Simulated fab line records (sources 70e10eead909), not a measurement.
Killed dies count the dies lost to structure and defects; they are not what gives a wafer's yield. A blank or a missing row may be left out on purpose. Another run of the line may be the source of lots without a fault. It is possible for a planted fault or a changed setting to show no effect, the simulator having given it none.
Chamber matching ; flow nand-harc ; cmp-04 running NHARC_A_BONDPAD_CMP_29: 4 sister chambers
The step polishes SiCN, target thk 200 nm. 8 wafers are shown with their chamber, then 8 later ones without.

## WAFERS WITH THEIR CHAMBER
wafer;chamber;motor-current-A (A)
L078.4;2;13.0
L088.2;1;12.2
L088.5;3;11.7
L088.6;2;13.0
L085.4;0;11.3
L085.5;0;10.0
L085.6;1;12.8
L086.2;3;10.5

## WAFERS WHOSE CHAMBER IS MISSING
wafer;motor-current-A (A)
L086.4;13.7
L086.6;10.9
L090.1;11.2
L090.2;12.3
L090.5;10.8
L094.1;13.9
L094.5;12.3
L094.6;12.4

## EACH ONE'S CHAMBER
wafer;from the rows above;in truth
L086.4;can't be placed: 2 or 1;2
L086.6;can't be placed: 3 or 0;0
L090.1;can't be placed: 3 or 0 or 1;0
L090.2;can't be placed: 1 or 2 or 3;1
L090.5;can't be placed: 0 or 3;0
L094.1;can't be placed: 2 or 1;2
L094.5;can't be placed: 1 or 2 or 3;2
L094.6;can't be placed: 1 or 2 or 3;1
Correctly placed: 0 of 8. These rows do not allow placing 8 (true chamber among the candidates in 8). Placed wrongly: 0.
How it was worked out, from the rows above alone: a wafer's distance from a chamber is the root of the sum, over the readings, of the square of ((its reading less the chamber's mean) divided by the reading's scatter). The wafer belongs to the nearest chamber; if the next one is less than 2 further off, it can't be placed. A chamber's mean is the mean of its shown wafers. How the scatter is found: for the shown wafers, subtract from each reading the mean of its chamber, square and add these, divide the total by (wafers less chambers), then take the root.
